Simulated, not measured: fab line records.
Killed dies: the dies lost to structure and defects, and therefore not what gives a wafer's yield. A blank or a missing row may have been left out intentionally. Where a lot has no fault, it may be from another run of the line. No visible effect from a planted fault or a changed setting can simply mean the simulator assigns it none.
fab line records / flow n5Finfet / part 2 of 2: steps 25 to 33 of 33
[record] lots = 5 wafers = 15 lastDay = 15
route steps=1938 shown BEOL_M3@995 BEOL_M4@1021
lots that met no fault: taken from a fault-free run of the same line
startH: the number of hours between the record's first day and the start of the first shown wafer of the lot / waitH: hours since the lot's step before / " unchanged from the row above / L1.1+2: a row that stands for several wafers / - no value, or no start given / * or withheld: withheld / < > ~ a bound
route shown NAME@n: a module of which the file shows steps, and the number in the route of the first / usual: the fault-free wafers' mean and standard deviation / same: alike in all rows / chamber/n: place in a boat / sites: the reading at each site / _std_site: standard deviation of those values / _edge_site: the outer-site mean with the inner-site mean subtracted / radiusMm: for every site, how far away it sits from the centre of the wafer / mask NAME#n: copy n / behind: tool/chamber where the wafer was last shaped / hold: cause of the lot's hold/its duration in hours/its outcome / device: the n, p or np transistor that did not switch / end of line: the tests these same wafers got at the end of their route / where a step has no rows: the recipe by itself / killed: at the first sort, the dies lost to defects and structure; wafer yield is something else / map: shows each die of a wafer: x if killed, . if not, _ if none is there
set.NAME: the setting that was run; set.NAME@STEP: the one run at that earlier step / model.NAME: the simulator's own value behind a step, which no gauge read
lots at some steps of the route; a table a step, a row a wafer
services: when a tool's chamber went out of use (startH, in hours from the record's first day, below 0 if earlier), for how many hours, and the reason
[[steps]]
[step N5_BEOL_M3_RS_MEAS_58]
[recipe] thkMeasGauge = four-point-probe reads = Co_of_BEOL_M3_CO_CAP_55+Cu_of_BEOL_M3_ECD_50+Co_of_BEOL_M3_CVD_47+TaN_of_BEOL_M3_ALD_84
[usual] M3_RS = 0.67/0.036
lot.wafer=L077.2 tool=filmMetro-02 chamber=- startH=172.34 waitH=0.1 M3_RS[ohm/sq]=0.68
lot.wafer=L077.5 tool=filmMetro-02 chamber=- startH=172.34 waitH=0.1 M3_RS[ohm/sq]=0.67
lot.wafer=L077.6 tool=filmMetro-02 chamber=- startH=172.34 waitH=0.1 M3_RS[ohm/sq]=0.65
lot.wafer=L079.2 tool=filmMetro-02 chamber=- startH=191.28 waitH=0.1 M3_RS[ohm/sq]=0.66
lot.wafer=L079.3 tool=filmMetro-02 chamber=- startH=191.28 waitH=0.1 M3_RS[ohm/sq]=0.67
lot.wafer=L079.5 tool=filmMetro-02 chamber=- startH=191.28 waitH=0.1 M3_RS[ohm/sq]=0.64
lot.wafer=L081.4 tool=filmMetro-01 chamber=- startH=196.94 waitH=0.0 M3_RS[ohm/sq]=0.63
lot.wafer=L081.5 tool=filmMetro-01 chamber=- startH=196.94 waitH=0.0 M3_RS[ohm/sq]=0.66
lot.wafer=L081.6 tool=filmMetro-01 chamber=- startH=196.94 waitH=0.0 M3_RS[ohm/sq]=0.62
lot.wafer=L087.1 tool=filmMetro-01 chamber=- startH=239.99 waitH=0.0 M3_RS[ohm/sq]=0.68
lot.wafer=L087.5 tool=filmMetro-01 chamber=- startH=239.99 waitH=0.0 M3_RS[ohm/sq]=0.62
lot.wafer=L087.6 tool=filmMetro-01 chamber=- startH=239.99 waitH=0.0 M3_RS[ohm/sq]=0.68
lot.wafer=L089.1 tool=filmMetro-02 chamber=- startH=243.58 waitH=0.1 M3_RS[ohm/sq]=0.69
lot.wafer=L089.2 tool=filmMetro-02 chamber=- startH=243.58 waitH=0.1 M3_RS[ohm/sq]=0.75
lot.wafer=L089.3 tool=filmMetro-02 chamber=- startH=243.58 waitH=0.1 M3_RS[ohm/sq]=0.67
[step N5_BEOL_M3_INSPECT_59]
[recipe] inspectInstrument = darkfield mode = postDep
[usual] rawDefectCount = 69/21
lot.wafer=L077.2 tool=defectInspect-01 chamber=- startH=172.37 waitH=0.0 rawDefectCount=79
lot.wafer=L077.5 tool=defectInspect-01 chamber=- startH=172.37 waitH=0.0 rawDefectCount=89
lot.wafer=L077.6 tool=defectInspect-01 chamber=- startH=172.37 waitH=0.0 rawDefectCount=114
lot.wafer=L079.2 tool=defectInspect-02 chamber=- startH=191.30 waitH=0.0 rawDefectCount=32
lot.wafer=L079.3 tool=defectInspect-02 chamber=- startH=191.30 waitH=0.0 rawDefectCount=62
lot.wafer=L079.5 tool=defectInspect-02 chamber=- startH=191.30 waitH=0.0 rawDefectCount=100
lot.wafer=L081.4 tool=defectInspect-02 chamber=- startH=196.97 waitH=0.0 rawDefectCount=50
lot.wafer=L081.5 tool=defectInspect-02 chamber=- startH=196.97 waitH=0.0 rawDefectCount=52
lot.wafer=L081.6 tool=defectInspect-02 chamber=- startH=196.97 waitH=0.0 rawDefectCount=44
lot.wafer=L087.1 tool=defectInspect-02 chamber=- startH=240.02 waitH=0.0 rawDefectCount=39
lot.wafer=L087.5 tool=defectInspect-02 chamber=- startH=240.02 waitH=0.0 rawDefectCount=73
lot.wafer=L087.6 tool=defectInspect-02 chamber=- startH=240.02 waitH=0.0 rawDefectCount=63
lot.wafer=L089.1 tool=defectInspect-02 chamber=- startH=243.60 waitH=0.0 rawDefectCount=77
lot.wafer=L089.2 tool=defectInspect-02 chamber=- startH=243.60 waitH=0.0 rawDefectCount=101
lot.wafer=L089.3 tool=defectInspect-02 chamber=- startH=243.60 waitH=0.0 rawDefectCount=81
[step N5_BEOL_M4_ILD_DEP_00]
[recipe] material = SiOC targetThkA = 790 tempC = 350 precursor = DEMS/O2 pressureTorr = 5 rfW = 500 timeS = 15.3
[usual] heaterPowerW = 454/65 showerheadPlenumPTorr = 5.696/0.013 throttleValvePct = 11.9/0.74
lot.wafer=L077.2 tool=pecvd-04 chamber=1 startH=172.41 waitH=0.0 heaterPowerW=459 showerheadPlenumPTorr=5.719 throttleValvePct=13.5
lot.wafer=L077.5 tool=pecvd-04 chamber=0 startH=172.41 waitH=0.0 heaterPowerW=441 showerheadPlenumPTorr=5.698 throttleValvePct=12.3
lot.wafer=L077.6 tool=pecvd-04 chamber=2 startH=172.41 waitH=0.0 heaterPowerW=437 showerheadPlenumPTorr=5.699 throttleValvePct=11.8
lot.wafer=L079.2 tool=pecvd-04 chamber=0 startH=191.34 waitH=0.0 heaterPowerW=386 showerheadPlenumPTorr=5.687 throttleValvePct=12.0
lot.wafer=L079.3 tool=pecvd-04 chamber=1 startH=191.34 waitH=0.0 heaterPowerW=410 showerheadPlenumPTorr=5.710 throttleValvePct=13.3
lot.wafer=L079.5 tool=pecvd-04 chamber=2 startH=191.34 waitH=0.0 heaterPowerW=466 showerheadPlenumPTorr=5.709 throttleValvePct=11.9
lot.wafer=L081.4 tool=pecvd-03 chamber=2 startH=197.02 waitH=0.1 heaterPowerW=450 showerheadPlenumPTorr=5.697 throttleValvePct=11.2
lot.wafer=L081.5 tool=pecvd-03 chamber=1 startH=197.02 waitH=0.1 heaterPowerW=428 showerheadPlenumPTorr=5.675 throttleValvePct=12.8
lot.wafer=L081.6 tool=pecvd-03 chamber=0 startH=197.02 waitH=0.1 heaterPowerW=563 showerheadPlenumPTorr=5.710 throttleValvePct=12.1
lot.wafer=L087.1 tool=pecvd-03 chamber=0 startH=240.06 waitH=0.0 heaterPowerW=566 showerheadPlenumPTorr=5.700 throttleValvePct=12.1
lot.wafer=L087.5 tool=pecvd-03 chamber=2 startH=240.06 waitH=0.0 heaterPowerW=437 showerheadPlenumPTorr=5.685 throttleValvePct=10.9
lot.wafer=L087.6 tool=pecvd-03 chamber=1 startH=240.06 waitH=0.0 heaterPowerW=422 showerheadPlenumPTorr=5.701 throttleValvePct=12.6
lot.wafer=L089.1 tool=pecvd-03 chamber=0 startH=243.64 waitH=0.0 heaterPowerW=555 showerheadPlenumPTorr=5.710 throttleValvePct=12.0
lot.wafer=L089.2 tool=pecvd-03 chamber=1 startH=243.64 waitH=0.0 heaterPowerW=425 showerheadPlenumPTorr=5.674 throttleValvePct=13.0
lot.wafer=L089.3 tool=pecvd-03 chamber=2 startH=243.64 waitH=0.0 heaterPowerW=364 showerheadPlenumPTorr=5.688 throttleValvePct=11.0
[step N5_BEOL_M4_THK_MEAS_01]
[recipe] reads = SiOC_of_BEOL_M4_ILD_DEP_00
[usual] M4_ILD_THK = 78.7/0.95
lot.wafer=L077.2 tool=filmMetro-01 chamber=- startH=172.47 waitH=0.1 M4_ILD_THK[nm]=78.3
lot.wafer=L077.5 tool=filmMetro-01 chamber=- startH=172.47 waitH=0.1 M4_ILD_THK[nm]=79.6
lot.wafer=L077.6 tool=filmMetro-01 chamber=- startH=172.47 waitH=0.1 M4_ILD_THK[nm]=79.5
lot.wafer=L079.2 tool=filmMetro-02 chamber=- startH=191.41 waitH=0.1 M4_ILD_THK[nm]=77.8
lot.wafer=L079.3 tool=filmMetro-02 chamber=- startH=191.41 waitH=0.1 M4_ILD_THK[nm]=78.1
lot.wafer=L079.5 tool=filmMetro-02 chamber=- startH=191.41 waitH=0.1 M4_ILD_THK[nm]=78.5
lot.wafer=L081.4 tool=filmMetro-02 chamber=- startH=197.07 waitH=0.0 M4_ILD_THK[nm]=79.7
lot.wafer=L081.5 tool=filmMetro-02 chamber=- startH=197.07 waitH=0.0 M4_ILD_THK[nm]=78.8
lot.wafer=L081.6 tool=filmMetro-02 chamber=- startH=197.07 waitH=0.0 M4_ILD_THK[nm]=78.7
lot.wafer=L087.1 tool=filmMetro-02 chamber=- startH=240.12 waitH=0.0 M4_ILD_THK[nm]=77.6
lot.wafer=L087.5 tool=filmMetro-02 chamber=- startH=240.12 waitH=0.0 M4_ILD_THK[nm]=78.1
lot.wafer=L087.6 tool=filmMetro-02 chamber=- startH=240.12 waitH=0.0 M4_ILD_THK[nm]=77.9
lot.wafer=L089.1 tool=filmMetro-02 chamber=- startH=243.71 waitH=0.0 M4_ILD_THK[nm]=78.9
lot.wafer=L089.2 tool=filmMetro-02 chamber=- startH=243.71 waitH=0.0 M4_ILD_THK[nm]=79.5
lot.wafer=L089.3 tool=filmMetro-02 chamber=- startH=243.71 waitH=0.0 M4_ILD_THK[nm]=77.3
[step N5_BEOL_M4_PECVD_72]
[recipe] material = SiO2 targetThkA = 160 tempC = 400 precursor = TEOS/O2 pressureTorr = 5.5 rfW = 450 teosFlowSccm = 53.8 gas = O2 flowSccm = 3000 timeS = 18
[usual] heaterPowerW = 694/74 showerheadPlenumPTorr = 8.79/0.05 throttleValvePct = 22.2/1.3
lot.wafer=L077.2 tool=pecvd-02 chamber=0 startH=172.51 waitH=0.0 heaterPowerW=843 showerheadPlenumPTorr=8.74 throttleValvePct=22.4
lot.wafer=L077.5 tool=pecvd-02 chamber=2 startH=172.51 waitH=0.0 heaterPowerW=789 showerheadPlenumPTorr=8.73 throttleValvePct=20.6
lot.wafer=L077.6 tool=pecvd-02 chamber=0 startH=172.51 waitH=0.0 heaterPowerW=848 showerheadPlenumPTorr=8.76 throttleValvePct=22.3
lot.wafer=L079.2 tool=pecvd-02 chamber=0 startH=191.44 waitH=0.0 heaterPowerW=825 showerheadPlenumPTorr=8.73 throttleValvePct=22.3
lot.wafer=L079.3 tool=pecvd-02 chamber=1 startH=191.44 waitH=0.0 heaterPowerW=702 showerheadPlenumPTorr=8.84 throttleValvePct=21.4
lot.wafer=L079.5 tool=pecvd-02 chamber=1 startH=191.44 waitH=0.0 heaterPowerW=697 showerheadPlenumPTorr=8.87 throttleValvePct=21.4
lot.wafer=L081.4 tool=pecvd-04 chamber=2 startH=197.13 waitH=0.1 heaterPowerW=677 showerheadPlenumPTorr=8.80 throttleValvePct=22.1
lot.wafer=L081.5 tool=pecvd-04 chamber=0 startH=197.13 waitH=0.1 heaterPowerW=661 showerheadPlenumPTorr=8.77 throttleValvePct=22.6
lot.wafer=L081.6 tool=pecvd-04 chamber=1 startH=197.13 waitH=0.1 heaterPowerW=645 showerheadPlenumPTorr=8.89 throttleValvePct=25.3
lot.wafer=L087.1 tool=pecvd-02 chamber=2 startH=240.16 waitH=0.0 heaterPowerW=741 showerheadPlenumPTorr=8.76 throttleValvePct=20.7
lot.wafer=L087.5 tool=pecvd-02 chamber=2 startH=240.16 waitH=0.0 heaterPowerW=741 showerheadPlenumPTorr=8.74 throttleValvePct=21.1
lot.wafer=L087.6 tool=pecvd-02 chamber=1 startH=240.16 waitH=0.0 heaterPowerW=660 showerheadPlenumPTorr=8.83 throttleValvePct=21.3
lot.wafer=L089.1 tool=pecvd-02 chamber=1 startH=243.74 waitH=0.0 heaterPowerW=751 showerheadPlenumPTorr=8.83 throttleValvePct=21.5
lot.wafer=L089.2 tool=pecvd-02 chamber=2 startH=243.74 waitH=0.0 heaterPowerW=651 showerheadPlenumPTorr=8.74 throttleValvePct=20.9
lot.wafer=L089.3 tool=pecvd-02 chamber=2 startH=243.74 waitH=0.0 heaterPowerW=638 showerheadPlenumPTorr=8.73 throttleValvePct=20.9
[step N5_BEOL_M4_HM_DEP_02]
[recipe] material = TiN targetThkA = 200 tempC = 25 chamberPressurePa = 0.49996
[usual] throttleValvePct = 29.6/1.2
lot.wafer=L077.2 tool=pvdSputter-02 chamber=- startH=174.67 waitH=2.1 throttleValvePct=29.6
lot.wafer=L077.5 tool=pvdSputter-02 chamber=- startH=174.67 waitH=2.1 throttleValvePct=28.4
lot.wafer=L077.6 tool=pvdSputter-02 chamber=- startH=174.67 waitH=2.1 throttleValvePct=29.9
lot.wafer=L079.2 tool=pvdSputter-03 chamber=- startH=192.51 waitH=1.0 throttleValvePct=30.8
lot.wafer=L079.3 tool=pvdSputter-03 chamber=- startH=192.51 waitH=1.0 throttleValvePct=30.6
lot.wafer=L079.5 tool=pvdSputter-03 chamber=- startH=192.51 waitH=1.0 throttleValvePct=30.4
lot.wafer=L081.4 tool=pvdSputter-02 chamber=- startH=197.73 waitH=0.6 throttleValvePct=28.1
lot.wafer=L081.5 tool=pvdSputter-02 chamber=- startH=197.73 waitH=0.6 throttleValvePct=29.6
lot.wafer=L081.6 tool=pvdSputter-02 chamber=- startH=197.73 waitH=0.6 throttleValvePct=28.1
lot.wafer=L087.1 tool=pvdSputter-02 chamber=- startH=241.59 waitH=1.4 throttleValvePct=28.4
lot.wafer=L087.5 tool=pvdSputter-02 chamber=- startH=241.59 waitH=1.4 throttleValvePct=29.2
lot.wafer=L087.6 tool=pvdSputter-02 chamber=- startH=241.59 waitH=1.4 throttleValvePct=28.2
lot.wafer=L089.1 tool=pvdSputter-03 chamber=- startH=243.82 waitH=0.1 throttleValvePct=30.8
lot.wafer=L089.2 tool=pvdSputter-03 chamber=- startH=243.82 waitH=0.1 throttleValvePct=29.4
lot.wafer=L089.3 tool=pvdSputter-03 chamber=- startH=243.82 waitH=0.1 throttleValvePct=29.9
[step N5_BEOL_M4_COAT_61]
[recipe] resist = SOC tempC = 250 timeS = 60 spinRpm = 1500 resistThkNm = 60
[usual] resistLineTempC = 23.01/0.11
lot.wafer=L077.2 tool=lithoTrack-01 chamber=0 startH=174.80 waitH=0.1 resistLineTempC=23.02
lot.wafer=L077.5 tool=lithoTrack-01 chamber=0 startH=174.80 waitH=0.1 resistLineTempC=23.13
lot.wafer=L077.6 tool=lithoTrack-01 chamber=0 startH=174.80 waitH=0.1 resistLineTempC=23.26
lot.wafer=L079.2 tool=lithoTrack-01 chamber=0 startH=192.64 waitH=0.1 resistLineTempC=22.86
lot.wafer=L079.3 tool=lithoTrack-01 chamber=0 startH=192.64 waitH=0.1 resistLineTempC=22.87
lot.wafer=L079.5 tool=lithoTrack-01 chamber=0 startH=192.64 waitH=0.1 resistLineTempC=23.03
lot.wafer=L081.4 tool=lithoTrack-03 chamber=0 startH=197.86 waitH=0.1 resistLineTempC=23.04
lot.wafer=L081.5 tool=lithoTrack-03 chamber=0 startH=197.86 waitH=0.1 resistLineTempC=23.13
lot.wafer=L081.6 tool=lithoTrack-03 chamber=0 startH=197.86 waitH=0.1 resistLineTempC=23.01
lot.wafer=L087.1 tool=lithoTrack-01 chamber=0 startH=241.72 waitH=0.1 resistLineTempC=22.79
lot.wafer=L087.5 tool=lithoTrack-01 chamber=0 startH=241.72 waitH=0.1 resistLineTempC=22.93
lot.wafer=L087.6 tool=lithoTrack-01 chamber=0 startH=241.72 waitH=0.1 resistLineTempC=22.89
lot.wafer=L089.1 tool=lithoTrack-01 chamber=0 startH=243.94 waitH=0.1 resistLineTempC=22.99
lot.wafer=L089.2 tool=lithoTrack-01 chamber=0 startH=243.94 waitH=0.1 resistLineTempC=23.12
lot.wafer=L089.3 tool=lithoTrack-01 chamber=0 startH=243.94 waitH=0.1 resistLineTempC=22.92
[step N5_BEOL_M4_COAT_62]
[recipe] resist = SiARC tempC = 220 timeS = 60 spinRpm = 1500 resistThkNm = 12
[usual] resistLineTempC = 23.02/0.12
lot.wafer=L077.2 tool=lithoTrack-01 chamber=0 startH=- waitH=- resistLineTempC=22.98
lot.wafer=L077.5 tool=lithoTrack-01 chamber=0 startH=- waitH=- resistLineTempC=23.04
lot.wafer=L077.6 tool=lithoTrack-01 chamber=0 startH=- waitH=- resistLineTempC=23.14
lot.wafer=L079.2 tool=lithoTrack-01 chamber=0 startH=- waitH=- resistLineTempC=22.98
lot.wafer=L079.3 tool=lithoTrack-01 chamber=0 startH=- waitH=- resistLineTempC=22.88
lot.wafer=L079.5 tool=lithoTrack-01 chamber=0 startH=- waitH=- resistLineTempC=23.15
lot.wafer=L081.4 tool=lithoTrack-03 chamber=0 startH=- waitH=- resistLineTempC=22.91
lot.wafer=L081.5 tool=lithoTrack-03 chamber=0 startH=- waitH=- resistLineTempC=22.87
lot.wafer=L081.6 tool=lithoTrack-03 chamber=0 startH=- waitH=- resistLineTempC=22.98
lot.wafer=L087.1 tool=lithoTrack-01 chamber=0 startH=- waitH=- resistLineTempC=22.94
lot.wafer=L087.5 tool=lithoTrack-01 chamber=0 startH=- waitH=- resistLineTempC=22.98
lot.wafer=L087.6 tool=lithoTrack-01 chamber=0 startH=- waitH=- resistLineTempC=23.34
lot.wafer=L089.1 tool=lithoTrack-01 chamber=0 startH=- waitH=- resistLineTempC=23.07
lot.wafer=L089.2 tool=lithoTrack-01 chamber=0 startH=- waitH=- resistLineTempC=23.07
lot.wafer=L089.3 tool=lithoTrack-01 chamber=0 startH=- waitH=- resistLineTempC=23.24
[step N5_BEOL_M4_COAT_73]
[recipe] resist = underlayer tempC = 205 timeS = 60 spinRpm = 1500 resistThkNm = 5
[usual] resistLineTempC = 23.01/0.11
lot.wafer=L077.2 tool=lithoTrack-01 chamber=0 startH=- waitH=- resistLineTempC=22.73
lot.wafer=L077.5 tool=lithoTrack-01 chamber=0 startH=- waitH=- resistLineTempC=22.96
lot.wafer=L077.6 tool=lithoTrack-01 chamber=0 startH=- waitH=- resistLineTempC=23.12
lot.wafer=L079.2 tool=lithoTrack-01 chamber=0 startH=- waitH=- resistLineTempC=23.17
lot.wafer=L079.3 tool=lithoTrack-01 chamber=0 startH=- waitH=- resistLineTempC=22.95
lot.wafer=L079.5 tool=lithoTrack-01 chamber=0 startH=- waitH=- resistLineTempC=23.16
lot.wafer=L081.4 tool=lithoTrack-03 chamber=0 startH=- waitH=- resistLineTempC=23.14
lot.wafer=L081.5 tool=lithoTrack-03 chamber=0 startH=- waitH=- resistLineTempC=23.08
lot.wafer=L081.6 tool=lithoTrack-03 chamber=0 startH=- waitH=- resistLineTempC=22.92
lot.wafer=L087.1 tool=lithoTrack-01 chamber=0 startH=- waitH=- resistLineTempC=23.00
lot.wafer=L087.5 tool=lithoTrack-01 chamber=0 startH=- waitH=- resistLineTempC=23.04
lot.wafer=L087.6 tool=lithoTrack-01 chamber=0 startH=- waitH=- resistLineTempC=22.82
lot.wafer=L089.1 tool=lithoTrack-01 chamber=0 startH=- waitH=- resistLineTempC=23.06
lot.wafer=L089.2 tool=lithoTrack-01 chamber=0 startH=- waitH=- resistLineTempC=22.93
lot.wafer=L089.3 tool=lithoTrack-01 chamber=0 startH=- waitH=- resistLineTempC=22.84
[[services]]
tool=cvdCo-01 chamber=2 startH=152.30 hours=3.1 kind=repair
tool=pecvd-04 chamber=1 startH=164.43 hours=2.1 kind=scheduledDown
tool=cmp-04 chamber=- startH=170.94 hours=4.7 kind=pm
tool=pecvd-02 chamber=- startH=182.29 hours=0.3 kind=repair
tool=cmp-04 chamber=- startH=184.16 hours=0.2 kind=repair
tool=cmp-04 chamber=- startH=185.51 hours=4.0 kind=pm
tool=pecvd-04 chamber=2 startH=186.19 hours=2.1 kind=scheduledDown
tool=cmp-04 chamber=- startH=189.51 hours=- kind=consumableReplace:conditioner
tool=cmp-04 chamber=- startH=189.51 hours=- kind=consumableReplace:pad
tool=pecvd-01 chamber=- startH=192.68 hours=0.7 kind=repair
tool=pecvd-02 chamber=0 startH=198.37 hours=58.3 kind=repair
tool=ecdCu-01 chamber=- startH=199.42 hours=6.0 kind=pm
tool=cvdCo-01 chamber=- startH=205.12 hours=28.1 kind=pm
tool=pecvd-03 chamber=2 startH=211.12 hours=2.1 kind=scheduledDown
tool=pecvd-03 chamber=- startH=218.46 hours=1.1 kind=repair
tool=ecdCu-02 chamber=- startH=218.84 hours=1.6 kind=repair
tool=cvdCo-02 chamber=- startH=229.44 hours=0.8 kind=repair
tool=cmp-01 chamber=- startH=235.74 hours=4.0 kind=pm
tool=pecvd-04 chamber=1 startH=237.00 hours=5.5 kind=scheduledDown
tool=cmp-01 chamber=- startH=239.74 hours=- kind=consumableReplace:conditioner
tool=cmp-01 chamber=- startH=239.74 hours=- kind=consumableReplace:pad
tool=cmp-01 chamber=- startH=239.74 hours=5.7 kind=pm
